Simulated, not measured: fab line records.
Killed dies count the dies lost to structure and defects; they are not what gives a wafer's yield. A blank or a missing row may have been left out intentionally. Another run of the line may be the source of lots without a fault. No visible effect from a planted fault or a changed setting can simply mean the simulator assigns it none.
Split-lot trial + flow n5_finfet + 39 wafers read across 7 lots, on a route 1938 steps long

## ON THE SPLIT
At N5_BEOL_M15_SPUTTER_44 (material Ta, target thk 15 nm, time 24.19 s), the setting target_thk_a was moved away from the recipe's 150 angstrom on 15 of the 39 wafers read, by -49.8% to +42.5%. The other wafers ran this setting at the recipe's value.

## FROM THE SPLIT TO THE READING: what the file shows between them, 3 steps
- N5_BEOL_M15_SPUTTER_45: material Cu, target thk 100 nm, time 16.67 s
- N5_BEOL_M15_ECD_47: material Cu, target thk 1860 nm
- N5_BEOL_M15_ANNEAL_48: time 90 s

## THE READING
barrier_field_endpoint_s, in s, at N5_BEOL_M15_CMP_49 (polishes, stops on SiO2, t overpolish 4.9 s, target thk 850 nm). Typical for fault-free wafers on this fab line: 11.35 s, with standard deviation 0.28 s.

| wafer  | tool, chamber at the split | target_thk_a as run, angstrom | against the recipe | barrier_field_endpoint_s, s | against lot-mates on the recipe |
|--------|----------------------------|-------------------------------|--------------------|-----------------------------|---------------------------------|
| L074.3 | pvd_sputter-01, -          | 75.26                         | -49.8%             | 8.75                        | -2.67                           |
| L074.4 | pvd_sputter-01, -          | 75.26                         | -49.8%             | 8.52                        | -2.90                           |
| L074.2 | pvd_sputter-01, -          | 75.26                         | -49.8%             | 8.61                        | -2.81                           |
| L074.1 | pvd_sputter-01, -          | 150                           | recipe             | 11.60                       | -                               |
| L074.6 | pvd_sputter-01, -          | 150                           | recipe             | 11.55                       | -                               |
| L074.5 | pvd_sputter-01, -          | 150                           | recipe             | 11.11                       | -                               |
| L083.1 | pvd_sputter-02, -          | 213.8                         | +42.5%             | 14.11                       | +2.67                           |
| L083.2 | pvd_sputter-02, -          | 213.8                         | +42.5%             | 13.65                       | +2.21                           |
| L083.4 | pvd_sputter-02, -          | 150                           | recipe             | 11.07                       | -                               |
| L083.3 | pvd_sputter-02, -          | 150                           | recipe             | 11.70                       | -                               |
| L083.5 | pvd_sputter-02, -          | 213.8                         | +42.5%             | 14.02                       | +2.58                           |
| L083.6 | pvd_sputter-02, -          | 150                           | recipe             | 11.54                       | -                               |
| L082.1 | pvd_sputter-02, -          | 150                           | recipe             | 11.43                       | -                               |
| L082.4 | pvd_sputter-02, -          | 150                           | recipe             | 11.38                       | -                               |
| L082.3 | pvd_sputter-02, -          | 150                           | recipe             | 11.41                       | -                               |
| L082.2 | pvd_sputter-02, -          | 150                           | recipe             | 11.23                       | -                               |
| L082.5 | pvd_sputter-02, -          | 150                           | recipe             | 11.39                       | -                               |
| L082.6 | pvd_sputter-02, -          | 150                           | recipe             | 11.40                       | -                               |
| L085.1 | pvd_sputter-02, -          | 150                           | recipe             | 11.21                       | -                               |
| L085.3 | pvd_sputter-02, -          | 150                           | recipe             | 11.20                       | -                               |
| L085.6 | pvd_sputter-02, -          | 150                           | recipe             | 11.26                       | -                               |
| L089.4 | pvd_sputter-03, -          | 84.07                         | -44.0%             | 9.02                        | -2.33                           |
| L089.2 | pvd_sputter-03, -          | 150                           | recipe             | 11.24                       | -                               |
| L089.1 | pvd_sputter-03, -          | 150                           | recipe             | 11.43                       | -                               |
| L089.3 | pvd_sputter-03, -          | 84.07                         | -44.0%             | 8.89                        | -2.46                           |
| L089.5 | pvd_sputter-03, -          | 150                           | recipe             | 11.39                       | -                               |
| L089.6 | pvd_sputter-03, -          | 84.07                         | -44.0%             | 8.93                        | -2.42                           |
| L093.1 | pvd_sputter-01, -          | 108.2                         | -27.9%             | 9.64                        | -1.48                           |
| L093.2 | pvd_sputter-01, -          | 150                           | recipe             | 10.94                       | -                               |
| L093.4 | pvd_sputter-01, -          | 108.2                         | -27.9%             | 9.37                        | -1.75                           |
| L093.3 | pvd_sputter-01, -          | 150                           | recipe             | 11.04                       | -                               |
| L093.5 | pvd_sputter-01, -          | 108.2                         | -27.9%             | 9.67                        | -1.45                           |
| L093.6 | pvd_sputter-01, -          | 150                           | recipe             | 11.39                       | -                               |
| L094.3 | pvd_sputter-01, -          | 150                           | recipe             | 11.08                       | -                               |
| L094.2 | pvd_sputter-01, -          | 174.6                         | +16.4%             | 12.28                       | +1.24                           |
| L094.4 | pvd_sputter-01, -          | 174.6                         | +16.4%             | 12.47                       | +1.43                           |
| L094.1 | pvd_sputter-01, -          | 150                           | recipe             | 11.09                       | -                               |
| L094.6 | pvd_sputter-01, -          | 150                           | recipe             | 10.94                       | -                               |
| L094.5 | pvd_sputter-01, -          | 174.6                         | +16.4%             | 12.19                       | +1.15                           |

FIT RESULTS
A straight line over all 39 wafers: barrier_field_endpoint_s changes by +0.0571 s for each +1% of target_thk_a; r = +0.99; the points scatter about the line by 0.21 s.
The same after taking each lot's own level away (the mean of its wafers on the recipe; 39 wafers): +0.0575 s for each +1%; r = +0.99; scatter 0.17 s.
The reading moves by 2.9 s for the largest change in target_thk_a, on that fit.
Measured against the standard deviation above, the lots' own levels, which go from 11.037 to 11.437 s, span 1.4 times it.
Consequently the slope shifts little with the lot-to-lot level, the two slopes agreeing.
Check: with one of the wafers moved furthest among these (-49.8%) left out of the fit, the line predicts -2.84 s for it against its lot-mates. Against them it came out at -2.67 s.

## THESE WAFERS: OTHER SPLITS
Other splits were also applied to these wafers ahead of the reading. Each is held against what the fit with the lots' levels taken away leaves over:
| other split on the same wafers | wafers away from the commonest value | r with barrier_field_endpoint_s (lot level and that fit taken away) |
|--------------------------------|--------------------------------------|---------------------------------------------------------------------|
| N5_BEOL_M11_PECVD_70 time_s    | 15                                   | +0.11                                                               |
| N5_BEOL_M12_ETCH_68 time_s     | 12                                   | +0.12                                                               |

## THE WHOLE CHAIN: every reading that the file lists as answering this split, in the file's order
| step                   | what it does                                                   | reading                                                                           | change (the file's fit)               | r (the file's) |
|------------------------|----------------------------------------------------------------|-----------------------------------------------------------------------------------|---------------------------------------|----------------|
| N5_BEOL_M15_SPUTTER_44 | material Ta, target thk 15 nm, time 24.19 s                    | Ta_of_BEOL_M15_SPUTTER_44.thk_nm (the simulator's own value, which no gauge read) | +0.148 nm for each +1% of the setting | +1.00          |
| N5_BEOL_M15_CMP_49     | polishes, stops on SiO2, t overpolish 4.9 s, target thk 850 nm | barrier_field_endpoint_s                                                          | +0.0572 s for each +1% of the setting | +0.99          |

## THE FILE'S OWN FIT
barrier_field_endpoint_s changes by +0.0572 s for each +1% of target_thk_a, r = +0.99.
